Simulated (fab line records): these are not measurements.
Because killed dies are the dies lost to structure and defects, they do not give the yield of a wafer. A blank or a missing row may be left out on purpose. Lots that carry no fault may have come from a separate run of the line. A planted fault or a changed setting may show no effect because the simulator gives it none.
Matching of chambers / flow n5_finfet / N5_FIN_SAQP_ETCH_52 on rie_diel-01 has 4 sister chambers
The step etches SOC in N2/H2, target depth 100 nm, overetch 20 nm, time 150 s. 4 wafers are shown with their chamber, then 7 later ones without.

## WAFERS WITH THEIR CHAMBER
wafer=L076.1; chamber=2; showerhead_plenum_p_Torr (Torr)=2.43
wafer=L078.5; chamber=3; showerhead_plenum_p_Torr (Torr)=2.70
wafer=L080.1; chamber=1; showerhead_plenum_p_Torr (Torr)=2.44
wafer=L080.2; chamber=0; showerhead_plenum_p_Torr (Torr)=2.61

## WAFERS WITH NO CHAMBER GIVEN
wafer=L080.4; showerhead_plenum_p_Torr (Torr)=2.42
wafer=L088.1; showerhead_plenum_p_Torr (Torr)=2.60
wafer=L088.3; showerhead_plenum_p_Torr (Torr)=2.69
wafer=L088.6; showerhead_plenum_p_Torr (Torr)=2.44
wafer=L091.2; showerhead_plenum_p_Torr (Torr)=2.60
wafer=L091.3; showerhead_plenum_p_Torr (Torr)=2.69
wafer=L091.5; showerhead_plenum_p_Torr (Torr)=2.60

## CHAMBER TAKEN BY EACH
wafer=L080.4; from the rows above=can't be placed: 2 or 1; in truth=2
wafer=L088.1; from the rows above=0; in truth=0
wafer=L088.3; from the rows above=3; in truth=3
wafer=L088.6; from the rows above=can't be placed: 1 or 2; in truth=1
wafer=L091.2; from the rows above=0; in truth=0
wafer=L091.3; from the rows above=3; in truth=3
wafer=L091.5; from the rows above=0; in truth=0
Placed correctly: 5 of 7. Cannot be placed on the basis of these rows: 2; the candidates contain the true chamber in 2. Number placed wrongly: 0.
How it was worked out, from the rows above alone: a wafer's distance from a chamber is the root of the sum, over the readings, of the square of ((its reading less the chamber's mean) divided by the reading's scatter). If the next closest chamber is less than 2 further off than the closest, the wafer can't be placed; otherwise it belongs to the closest. For every chamber, the mean is computed from those of its wafers that are shown. The scatter (one wafer shown for each chamber): square how far every hidden wafer sits from the nearest shown wafer, average those squares and take the square root.
